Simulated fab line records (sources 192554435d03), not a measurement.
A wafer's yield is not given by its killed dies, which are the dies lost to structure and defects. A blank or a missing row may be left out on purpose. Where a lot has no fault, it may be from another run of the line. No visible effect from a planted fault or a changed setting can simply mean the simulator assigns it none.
A struck lot beside a sound one -- flow n5-finfet -- 37 steps out of a route of 1938
Sound: the wafers L685.2, L685.4, L685.5. Struck: wafers L695.2, L695.5. (L695.4 of the same lot was not struck and is left out.) The cause comes at the end.
For every step that has rows: the tool of each side, followed by ch and its chambers, followed by its first start. Under that, the readings that differ: sound wafers -- struck wafers -- difference of the means -- sigmas: that difference in standard deviations of wafers without a fault.
alike: readings whose means differ by less than 2 such deviations, and words and numbers that are the same on both sides. not compared: withheld readings, readings that some wafer has no value for, bounds like >300 that may hide the same value, and numbers for which the record gives no deviation and whose values overlap.
The two part at a step that has a row with sigmas, a row that says differs or no value, or rows on one side only. When numbers do not overlap yet have no deviation, they are printed without sigmas and do not part them. A reading missing from all wafers of one side parts the sides only when that side holds two or more wafers.

first, 9 steps without rows for these wafers: N5_PMOS_HMC_CHANNEL_EPI_COAT_31 (time 60 s, resist thk 66 nm); N5_PMOS_HMC_CHANNEL_EPI_COAT_03 (resist thk 205 nm); N5_PMOS_HMC_CHANNEL_EPI_EBR_05; N5_PMOS_HMC_CHANNEL_EPI_SOFTBAKE_04 (time 60 s); N5_PMOS_HMC_CHANNEL_EPI_EXPOSE_06 (exposes mask PMOS HMC BLK, target cd 240 nm); N5_PMOS_HMC_CHANNEL_EPI_PEB_07 (peb time 60 s); N5_PMOS_HMC_CHANNEL_EPI_DEVELOP_08 (develop time 30 s); N5_PMOS_HMC_CHANNEL_EPI_DESCUM_14 (chemistry O2, time 7.9 s); N5_PMOS_HMC_CHANNEL_EPI_ETCH_32 (etches BARC in N2/H2, stops on SiO2, target depth 85.8 nm, time 50.3 s).
N5_PMOS_HMC_CHANNEL_EPI_HM_OPEN_15: chemistry CHF3/O2, target SiO2, target depth 40.6 nm, time 20.3 s.
  sound on rie-diel-02 ch 1,2,3, day 2 05:51; struck on rie-diel-02 ch 0,3, day 4 19:10
reading,sound,struck,difference,sigmas
model.CAR-ArF-block_of_PMOS_HMC_CHANNEL_EPI_COAT_03.thk-nm (nm),94.77 93.73 97.21,108.9 108.4,+13.4,
model.etch.depth-nm (nm),40.03 40.3 39.06,26.45 26.15,-13.50,
  alike: drypump-motor-current-A, oes_o_777_au, oes-product-au, rf-vpp-V, showerhead-plenum-p-Torr, throttle-valve-pct
  not compared: rf-hours-counter-h
then, 25 steps without rows for these wafers: N5_PMOS_HMC_CHANNEL_EPI_STRIP_33 (strips in N2/H2); N5_PMOS_HMC_CHANNEL_EPI_STRIP_17 (strips in SPM, time 750 s); N5_PMOS_HMC_CHANNEL_EPI_ETCH_38 (etches SiO2 in CF4, target depth 1.5 nm); N5_PMOS_HMC_CHANNEL_EPI_FIN_RECESS_16 (chemistry HBr/Cl2, target Si, target depth 54 nm, time 18 s); N5_PMOS_HMC_CHANNEL_EPI_PRECLEAN_36 (cleans in O3/DIW, time 45 s); N5_PMOS_HMC_CHANNEL_EPI_PRECLEAN_18 (cleans in DHF, time 30 s); N5_PMOS_HMC_CHANNEL_EPI_SRD_19 (time 30 s); N5_PMOS_HMC_CHANNEL_EPI_EPI_20 (deposits SiGe30, target thk 59 nm); N5_PMOS_HMC_CHANNEL_EPI_HM_STRIP_35 (strips SiO2 in dHF, material SiO2, target depth 39.6 nm, time 216 s); N5_PMOS_HMC_CHANNEL_EPI_SRD_39 (time 30 s); N5_PMOS_HMC_CHANNEL_EPI_CMP_21 (polishes SiGe30, target thk 54 nm); N5_PMOS_HMC_CHANNEL_EPI_PRECLEAN_40 (cleans in DHF, time 30 s); N5_PMOS_HMC_CHANNEL_EPI_PRECLEAN_37 (cleans in O3/DIW, time 45 s); N5_PMOS_HMC_CHANNEL_EPI_PRECLEAN_24 (cleans in DHF, time 30 s); N5_PMOS_HMC_CHANNEL_EPI_SRD_25 (time 30 s); N5_PMOS_HMC_CHANNEL_EPI_EPI_26 (deposits Si from SiH4/H2, target thk 3.8 nm, time 22.7 s); N5_FIN_SAQP_PRECLEAN_42 (cleans in O3/DIW, time 60 s); N5_FIN_SAQP_PRECLEAN_00 (cleans in SC1, time 60 s); N5_FIN_SAQP_PRECLEAN_44 (cleans in SC2, time 45 s); N5_FIN_SAQP_SRD_01 (time 30 s); N5_FIN_SAQP_ALD_61 (deposits SiO2, target thk 4 nm, pulse time 1 s, purge time 2 s); N5_FIN_SAQP_DENSIFY_62 (time 60 s); N5_FIN_SAQP_HM_DEP_03 (deposits SiNx from SiH4/NH3/N2, target thk 38 nm, time 33.6 s); N5_FIN_SAQP_PECVD_47 (deposits a-Si from SiH4/He, target thk 45 nm, time 36.3 s); N5_FIN_SAQP_PECVD_48 (deposits SiNx from SiH4/NH3/N2, target thk 25 nm, time 22.1 s).
N5_BEOL_M4_RC_MEAS_101:
  the record has rows for the sound wafers here (prober-01 ch 0, day 8 19:48) and none for the struck ones
-- a jump in the record: the struck wafers' starts before and after are 11 days apart (it breaks off in module BEOL_M4 and resumes in module PASSIVATION, where the first step shown is number 1936 of the route) --
N5_PASSIVATION_PROBE_49:
  rows exist in the record for the struck wafers here (prober-02, day 16 00:32), but not for the sound ones

WHERE THEY PART
Last at N5_PASSIVATION_PROBE_49 as far as this record goes, first at N5_BEOL_M4_RC_MEAS_101.

WHY: whatever the simulator had introduced
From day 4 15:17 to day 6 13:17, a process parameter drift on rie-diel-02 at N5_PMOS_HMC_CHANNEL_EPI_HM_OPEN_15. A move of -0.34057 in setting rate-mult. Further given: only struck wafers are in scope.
